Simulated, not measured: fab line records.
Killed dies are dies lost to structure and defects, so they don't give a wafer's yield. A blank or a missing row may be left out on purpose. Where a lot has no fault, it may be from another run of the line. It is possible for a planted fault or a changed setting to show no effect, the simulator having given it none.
Struck lot and sound lot, side by side    flow n5_finfet    15 out of 1938 route steps
Sound: wafers L892.3, L892.5, L892.6. The struck wafers were L905.2, L905.5. Last of all comes the cause.
For every step that has rows: the tool of each side, followed by ch and its chambers, followed by its first start. Under that, the readings that differ: sound wafers    struck wafers    difference of the means    sigmas: that difference in standard deviations of wafers without a fault.
alike: readings with means less than 2 such deviations apart, plus words and numbers identical on both sides. not compared: withheld readings, readings lacking a value on some wafer, bounds such as >300 that could conceal the same value, and numbers that have no deviation in the record and whose values overlap.
The two part at a step that has a row with sigmas, a row that says differs or no value, or rows on one side only. Non-overlapping numbers with no deviation appear without sigmas and do not part them. Lack of a reading on every wafer of one side parts them only where that side has two or more wafers.

first, 8 steps without rows for these wafers: N5_BEOL_M11_COAT_59 (time 60 s, resist thk 100 nm); N5_BEOL_M11_COAT_60 (time 60 s, resist thk 30 nm); N5_BEOL_M11_COAT_05 (resist thk 90 nm); N5_BEOL_M11_EBR_07; N5_BEOL_M11_SOFTBAKE_06 (time 60 s); N5_BEOL_M11_EXPOSE_08 (exposes mask M11); N5_BEOL_M11_PEB_09 (peb time 60 s); N5_BEOL_M11_DEVELOP_10 (develop time 30 s).
N5_BEOL_M11_CD_MEAS_11: target cd 64.1 nm.
  sound on cd_sem-01 ch 0, day 10 23:42; struck on cd_sem-02 ch 0, day 14 11:02
  alike: cd_nm
N5_BEOL_M11_OVL_MEAS_12:
  sound on overlay-02 ch 0, day 10 23:44; struck on overlay-02 ch 0, day 14 11:04
  alike: M11_OVL
N5_BEOL_M11_INSPECT_13: inspects for defects (brightfield).
  sound: defect_inspect-01 at day 10 23:45; struck: defect_inspect-02 at day 14 11:05
  alike: raw_defect_count
N5_BEOL_M11_DESCUM_16: chemistry O2, time 7.9 s.
  sound on rie_diel-04 ch 0,1, day 11 00:20; struck on rie_diel-05 ch 0,1, day 14 11:07
reading                      sound        struck   difference  sigmas
drypump_motor_current_A (A)  5.2 5.2 5.2  6.1 6.3  +1.0        +2
  alike: o2_flow_sccm, oes_product_au, rf_vpp_V, showerhead_plenum_p_Torr, throttle_valve_pct
  not compared: rf_hours_counter_h
N5_BEOL_M11_ETCH_61: etches SiARC in CF4, target depth 39 nm, time 65 s.
  sound on rie_diel-04 ch 0,1, day 11 00:22; struck on rie_diel-05 ch 0,1, day 14 11:10
reading                      sound           struck     difference  sigmas
drypump_motor_current_A (A)  5.2 5.2 5.2     6.1 6.3    +1.0        +2
etch_rf_on_time_s (s)        65.8 67.3 66.1  86.4 87.0  +20.3       +17
  alike: oes_product_au, rf_vpp_V, showerhead_plenum_p_Torr, throttle_valve_pct
  not compared: rf_hours_counter_h
N5_BEOL_M11_ETCH_62: etches SOC in N2/H2, target depth 110 nm, overetch 22 nm, time 165 s.
  sound on rie_diel-04 ch 0,1, day 11 00:25; struck on rie_diel-05 ch 0,1, day 14 11:13
reading                      sound        struck   difference  sigmas
drypump_motor_current_A (A)  5.2 5.2 5.2  6.1 6.3  +1.0        +2
  alike: n2_flow_sccm, oes_product_au, rf_vpp_V, showerhead_plenum_p_Torr, throttle_valve_pct
  not compared: rf_hours_counter_h
N5_PASSIVATION_PROBE_49:
  record: rows for the struck wafers here (prober-02, day 16 05:23), none for the sound ones

WHERE THEY PART
Last at N5_PASSIVATION_PROBE_49 as far as this record goes, first at N5_BEOL_M11_DESCUM_16.

WHY: the cause the simulator had injected
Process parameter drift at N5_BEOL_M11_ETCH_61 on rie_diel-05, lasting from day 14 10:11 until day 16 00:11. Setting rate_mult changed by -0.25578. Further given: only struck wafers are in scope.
